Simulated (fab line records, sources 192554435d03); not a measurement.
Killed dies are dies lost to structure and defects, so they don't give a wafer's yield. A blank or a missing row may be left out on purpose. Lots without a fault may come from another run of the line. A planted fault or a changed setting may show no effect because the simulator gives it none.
Which tool did it? | flow n5_finfet | 10 lots, 30 wafers sampled, at 6 steps of a route of 1938

WHAT THE GAUGES READ, wafer by wafer
N5_BEOL_M14_OCD_MEAS_35.
lot  | measured     | on     | trench_depth_nm (nm)
L164 | day 11 09:28 | ocd-01 | 539 563 544
L163 | day 11 09:45 | ocd-01 | 540 547 539
L165 | day 11 16:28 | ocd-02 | 539 542 553
L166 | day 11 18:05 | ocd-02 | 541 563 558
L169 | day 12 12:23 | ocd-01 | 545 545 549
L176 | day 14 16:38 | ocd-02 | 543 576 558
L177 | day 15 06:03 | ocd-01 | 543 542 548
L180 | day 15 15:17 | ocd-01 | 556 549 575
L182 | day 16 04:35 | ocd-01 | 591 552 544
L183 | day 16 12:49 | ocd-02 | 549 563 595

N5_BEOL_M15_CD_MEAS_10: target cd 360 nm.
lot  | measured     | on        | cd_nm (nm)
L164 | day 11 12:03 | cd_sem-01 | 358.9 363.7 360.3
L163 | day 11 12:13 | cd_sem-02 | 359.1 362.1 360.7
L165 | day 11 22:32 | cd_sem-02 | 360.9 360.3 361.7
L166 | day 12 01:39 | cd_sem-01 | 360.5 361.0 359.9
L169 | day 12 15:44 | cd_sem-02 | 362.2 360.0 361.0
L176 | day 14 21:34 | cd_sem-03 | 378.2 380.0 365.8
L177 | day 15 09:11 | cd_sem-03 | 359.0 359.0 359.0
L180 | day 15 19:38 | cd_sem-02 | 362.0 359.0 359.6
L182 | day 16 07:07 | cd_sem-03 | 361.4 361.9 362.2
L183 | day 16 16:58 | cd_sem-02 | 362.9 360.6 361.2

N5_BEOL_M15_CD_MEAS_17: target cd 360 nm.
lot  | measured     | on        | cd_nm (nm)
L164 | day 11 12:38 | cd_sem-01 | 360.7 365.4 363.0
L163 | day 11 12:54 | cd_sem-03 | 361.3 362.2 361.0
L165 | day 11 23:11 | cd_sem-01 | 361.3 361.5 364.3
L166 | day 12 03:13 | cd_sem-01 | 359.8 360.7 359.8
L169 | day 12 16:19 | cd_sem-03 | 362.1 361.1 360.7
L176 | day 14 22:10 | cd_sem-02 | 379.9 382.1 366.9
L177 | day 15 09:46 | cd_sem-02 | 359.1 359.9 359.3
L180 | day 15 20:13 | cd_sem-01 | 363.1 360.2 361.1
L182 | day 16 07:42 | cd_sem-02 | 361.4 361.7 362.7
L183 | day 16 17:33 | cd_sem-01 | 363.3 362.2 363.4

WHICH TOOL RAN EACH LOT (tool, then ch and the chambers of the sampled wafers, then the start)
lot  | N5_BEOL_M14_DEP_53              | N5_BEOL_M15_EXPOSE_07             | N5_BEOL_M15_STRIP_63
L164 | pecvd-03 ch 1,2, day 11 11:14   | krf_scanner-01 ch 0, day 11 11:53 | rie_diel-04 ch 0,3, day 11 12:38 or earlier
L163 | pecvd-01 ch 1,2, day 11 11:17   | krf_scanner-02 ch 0, day 11 12:02 | rie_diel-02 ch 1,2, day 11 12:54 or earlier
L165 | pecvd-03 ch 1,2, day 11 21:51   | krf_scanner-02 ch 0, day 11 22:22 | rie_diel-04 ch 0,3, day 11 23:11 or earlier
L166 | pecvd-02 ch 0,1,2, day 12 00:50 | krf_scanner-01 ch 0, day 12 01:29 | rie_diel-05 ch 0,1,2, day 12 03:13 or earlier
L169 | pecvd-01 ch 2, day 12 15:01     | krf_scanner-01 ch 0, day 12 15:34 | rie_diel-05 ch 2,3, day 12 16:19 or earlier
L176 | pecvd-01 ch 0,2, day 14 20:46   | krf_scanner-02 ch 0, day 14 21:24 | rie_diel-04 ch 0,1,3, day 14 22:10 or earlier
L177 | pecvd-02 ch 0,1,2, day 15 08:30 | krf_scanner-01 ch 0, day 15 09:01 | rie_diel-04 ch 1,2, day 15 09:46 or earlier
L180 | pecvd-03 ch 0,1,2, day 15 18:50 | krf_scanner-01 ch 0, day 15 19:28 | rie_diel-04 ch 1,3, day 15 20:13 or earlier
L182 | pecvd-01 ch 0,2, day 16 06:26   | krf_scanner-01 ch 0, day 16 06:57 | rie_diel-05 ch 0,1,2, day 16 07:42 or earlier
L183 | pecvd-02 ch 1,2, day 16 16:10   | krf_scanner-01 ch 0, day 16 16:47 | rie_diel-05 ch 0,1,3, day 16 17:33 or earlier
- N5_BEOL_M14_DEP_53: deposits SiCN from 3MS/NH3, target thk 50 nm, time 17.8 s.
- N5_BEOL_M15_EXPOSE_07: exposes mask V14.
- N5_BEOL_M15_STRIP_63: strips in O2.

WHAT THE TOOLS THEMSELVES READ (means of the sampled wafers that have a number; where no wafer has one, the mark that the record gives instead)
N5_BEOL_M14_DEP_53.
lot  | tool     | showerhead_plenum_p_Torr (Torr) | throttle_valve_pct (%)
L164 | pecvd-03 | 4.179                           | 17.9
L163 | pecvd-01 | 4.180                           | 20.1
L165 | pecvd-03 | 4.171                           | 17.7
L166 | pecvd-02 | 4.161                           | 17.9
L169 | pecvd-01 | 4.173                           | 17.9
L176 | pecvd-01 | 4.149                           | 19.0
L177 | pecvd-02 | 4.161                           | 17.9
L180 | pecvd-03 | 4.163                           | 18.3
L182 | pecvd-01 | 4.168                           | 18.6
L183 | pecvd-02 | 4.165                           | 17.0

N5_BEOL_M15_EXPOSE_07.
lot  | tool           | exposure_dose_mJ_cm2 | stage_vel_mm_s (mm/s)
L164 | krf_scanner-01 | 41.20                | 499.75
L163 | krf_scanner-02 | 41.42                | 500.15
L165 | krf_scanner-02 | 41.44                | 500.29
L166 | krf_scanner-01 | 41.26                | 499.98
L169 | krf_scanner-01 | 41.20                | 499.65
L176 | krf_scanner-02 | 40.20                | 500.11
L177 | krf_scanner-01 | 41.16                | 499.57
L180 | krf_scanner-01 | 41.25                | 500.04
L182 | krf_scanner-01 | 41.20                | 500.08
L183 | krf_scanner-01 | 41.22                | 500.37

N5_BEOL_M15_STRIP_63.
lot  | tool        | drypump_motor_current_A (A) | oes_product_au (a.u.) | rf_vpp_V (V) | showerhead_plenum_p_Torr (Torr) | throttle_valve_pct (%)
L164 | rie_diel-04 | 5.2                         | 0.78                  | 3.7          | 2.01                            | 16.56
L163 | rie_diel-02 | 6.1                         | 0.74                  | 3.7          | 2.07                            | 16.98
L165 | rie_diel-04 | 5.2                         | 0.78                  | 3.4          | 2.01                            | 16.58
L166 | rie_diel-05 | 5.9                         | 0.72                  | 3.3          | 2.15                            | 16.75
L169 | rie_diel-05 | 5.6                         | 0.70                  | 3.8          | 2.12                            | 16.69
L176 | rie_diel-04 | 5.2                         | 0.81                  | 3.3          | 2.05                            | 16.57
L177 | rie_diel-04 | 5.9                         | 0.75                  | 3.7          | 2.09                            | 16.91
L180 | rie_diel-04 | 5.2                         | 0.84                  | 3.2          | 2.10                            | 16.55
L182 | rie_diel-05 | 5.9                         | 0.77                  | 3.3          | 2.13                            | 16.61
L183 | rie_diel-05 | 6.2                         | 0.79                  | 3.2          | 2.09                            | 16.66

THE ANSWER, worked out from the rows above alone
Rule: what is usual is taken from the lots themselves. Put in order of their means at a reading, lots are off if they are a third of the lots or fewer, leave a main group of 4 or more, and stand apart from it by a gap of 3 or more times the standard deviation of the main group's means; of several such gaps the widest counts. A main group whose means are all the same, to the digits that the tables above print for the reading, isn't used. A lot without any number at a reading at which 4 lots or more have one is off too. The other lots that the step has rows for count as sound. The gauges are gone through in route order, then the tools' own readings, and for those a lot's mean is taken as printed above. The first step at which some lot is off is used, and at that step the reading that is off furthest; a lot without a number counts as furthest.
Off: L176, at N5_BEOL_M15_CD_MEAS_10 (cd_nm). The main group: mean 360.7 nm, standard deviation 0.78.
A tool fits if, at a process step before that reading, it ran every lot that is off, and no sound lot after the first of them. The gauges at N5_BEOL_M15_CD_MEAS_10 aren't tried: what is off there is off at N5_BEOL_M15_CD_MEAS_17 too, on other tools, and a gauge's error can't cause that. One fits: krf_scanner-02 at N5_BEOL_M15_EXPOSE_07. Its last sound lot is L165 (day 11 22:22), its first lot that is off L176 (day 14 21:24): a fault that began between those two fits.
The tool's own readings at N5_BEOL_M15_EXPOSE_07 bear it out: on the lots that are off they differ by more than 5 times the standard deviation of the sound lots' means. exposure_dose_mJ_cm2 reads 40.20 there against 41.26 on the sound lots.

WHAT THE SIMULATOR HAD PUT IN
Process parameter drift: krf_scanner-02, from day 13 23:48 on, at N5_BEOL_M15_EXPOSE_07. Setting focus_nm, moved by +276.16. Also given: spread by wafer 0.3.
Lots struck among those shown: L176. The rule above found the same.
